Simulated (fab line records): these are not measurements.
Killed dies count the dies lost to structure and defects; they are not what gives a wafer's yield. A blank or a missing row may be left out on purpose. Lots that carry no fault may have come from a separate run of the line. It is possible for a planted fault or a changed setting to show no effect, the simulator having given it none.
Which tool did it? + flow nand-harc + 24 lots with 72 wafers sampled at 2 steps, on a route of 1302 steps

## WHAT EACH GAUGE READ, for each wafer
NHARC_P_M2_CD_MEAS_09: target cd 170 nm. Usual: cd-nm 170.0 nm, standard deviation 0.77.
| lot  | measured     | on        | cd-nm (nm)        | flag |
|------|--------------|-----------|-------------------|------|
| L074 | day 6 15:52  | cd-sem-01 | 170.0 171.1 170.1 |      |
| L075 | day 6 17:04  | cd-sem-01 | 169.8 169.8 170.7 |      |
| L076 | day 7 03:25  | cd-sem-03 | 170.8 171.0 171.3 |      |
| L077 | day 7 19:35  | cd-sem-03 | 169.8 169.9 168.9 |      |
| L078 | day 7 20:30  | cd-sem-01 | 171.0 170.4 170.3 |      |
| L079 | day 8 07:11  | cd-sem-01 | 171.3 171.7 171.6 |      |
| L080 | day 9 00:31  | cd-sem-01 | 170.0 169.6 171.3 |      |
| L081 | day 9 07:00  | cd-sem-02 | 169.6 168.8 169.4 |      |
| L082 | day 9 17:08  | cd-sem-03 | 170.9 170.1 170.3 |      |
| L084 | day 10 09:43 | cd-sem-02 | 170.6 170.6 171.0 |      |
| L083 | day 10 10:42 | cd-sem-02 | 170.4 170.4 170.4 |      |
| L085 | day 11 02:43 | cd-sem-02 | 170.9 169.7 169.6 |      |
| L086 | day 11 07:57 | cd-sem-02 | 171.4 169.6 170.5 |      |
| L087 | day 11 14:26 | cd-sem-02 | 169.0 170.3 169.9 |      |
| L088 | day 12 07:59 | cd-sem-01 | 170.0 169.7 171.0 |      |
| L089 | day 12 14:04 | cd-sem-02 | 171.6 170.5 170.8 |      |
| L090 | day 13 05:05 | cd-sem-03 | 170.1 170.7 169.9 |      |
| L091 | day 13 19:15 | cd-sem-01 | 168.6 168.8 169.2 |      |
| L092 | day 14 07:04 | cd-sem-02 | 169.9 169.2 169.7 |      |
| L093 | day 14 12:47 | cd-sem-01 | 168.3 168.8 169.6 |      |
| L094 | day 14 16:40 | cd-sem-02 | 168.4 170.8 169.3 |      |
| L096 | day 15 05:26 | cd-sem-03 | 169.3 170.8 169.9 |      |
| L095 | day 15 06:19 | cd-sem-03 | 169.0 168.9 170.0 |      |
| L097 | day 15 22:42 | cd-sem-02 | 169.6 170.0 168.6 |      |

## WHAT TOOL EACH LOT RAN ON (gives the tool, then ch and the chambers of the sampled wafers, and finally the start)
| lot  | NHARC_P_M1_PRE_CLEAN_32         |
|------|---------------------------------|
| L074 | pecvd-04 ch 0,1,2, day 6 14:32  |
| L075 | pecvd-03 ch 0,1, day 6 15:45    |
| L076 | pecvd-04 ch 0,2, day 7 02:06    |
| L077 | pecvd-01 ch 1,2, day 7 18:16    |
| L078 | pecvd-04 ch 1,2, day 7 19:11    |
| L079 | pecvd-03 ch 0,1,2, day 8 05:59  |
| L080 | pecvd-01 ch 1,2, day 8 23:12    |
| L081 | pecvd-04 ch 0,1,2, day 9 05:32  |
| L082 | pecvd-03 ch 0,1, day 9 15:50    |
| L084 | pecvd-04 ch 0,1, day 10 08:25   |
| L083 | pecvd-04 ch 1,2, day 10 09:23   |
| L085 | pecvd-03 ch 0,1,2, day 11 01:31 |
| L086 | pecvd-04 ch 0,1, day 11 06:46   |
| L087 | pecvd-04 ch 0,1, day 11 13:07   |
| L088 | pecvd-01 ch 0,2, day 12 06:40   |
| L089 | pecvd-03 ch 0,1,2, day 12 12:53 |
| L090 | pecvd-01 ch 0, day 13 03:10     |
| L091 | pecvd-04 ch 0,2, day 13 17:56   |
| L092 | pecvd-03 ch 1,2, day 14 05:41   |
| L093 | pecvd-03 ch 0,2, day 14 11:29   |
| L094 | pecvd-01 ch 0,1,2, day 14 15:20 |
| L096 | pecvd-03 ch 0,1, day 15 04:07   |
| L095 | pecvd-03 ch 0,1,2, day 15 05:00 |
| L097 | pecvd-03 ch 0,1,2, day 15 21:23 |
- NHARC_P_M1_PRE_CLEAN_32: time 12 s.

## AS READ BY THE TOOLS THEMSELVES (means over the sampled wafers that have a number; for cases with no such wafer, the mark the record gives instead)
NHARC_P_M1_PRE_CLEAN_32. Usual: heater-power-outer-w 369 W, standard deviation 60; heater-power-w 629 W, standard deviation 100.
| lot  | tool     | heater-power-outer-w (W) | heater-power-w (W) | flag |
|------|----------|--------------------------|--------------------|------|
| L074 | pecvd-04 | 374                      | 659                |      |
| L075 | pecvd-03 | 295                      | 503                |      |
| L076 | pecvd-04 | 410                      | 723                |      |
| L077 | pecvd-01 | 372                      | 658                |      |
| L078 | pecvd-04 | 413                      | 740                |      |
| L079 | pecvd-03 | 339                      | 572                |      |
| L080 | pecvd-01 | 379                      | 665                |      |
| L081 | pecvd-04 | 360                      | 644                |      |
| L082 | pecvd-03 | 311                      | 527                |      |
| L084 | pecvd-04 | 352                      | 620                |      |
| L083 | pecvd-04 | 450                      | 777                |      |
| L085 | pecvd-03 | 373                      | 617                |      |
| L086 | pecvd-04 | 353                      | 613                |      |
| L087 | pecvd-04 | 338                      | 593                |      |
| L088 | pecvd-01 | 358                      | 605                |      |
| L089 | pecvd-03 | 352                      | 587                |      |
| L090 | pecvd-01 | 373                      | 600                |      |
| L091 | pecvd-04 | 384                      | 671                |      |
| L092 | pecvd-03 | 394                      | 644                |      |
| L093 | pecvd-03 | 365                      | 603                |      |
| L094 | pecvd-01 | 412                      | 691                |      |
| L096 | pecvd-03 | 334                      | 557                |      |
| L095 | pecvd-03 | 325                      | 544                |      |
| L097 | pecvd-03 | 341                      | 586                |      |

## THE ANSWER, worked out from the rows above alone
Rule: a lot counts as off when the mean over its wafers that have a number is more than 3 standard deviations away from the usual mean. A lot without any number at a reading at which 4 lots or more have one is off too. All remaining lots with rows at the step are treated as sound. The gauges are gone through in route order, then the tools' own readings, and for those a lot's mean is taken as printed above. At the first step where some lot is off, the reading lying furthest off is the one used; lots without a number count as furthest.
None of the lots is off at any reading shown; this tells nothing.

## WHAT THE SIMULATOR HAD INSERTED
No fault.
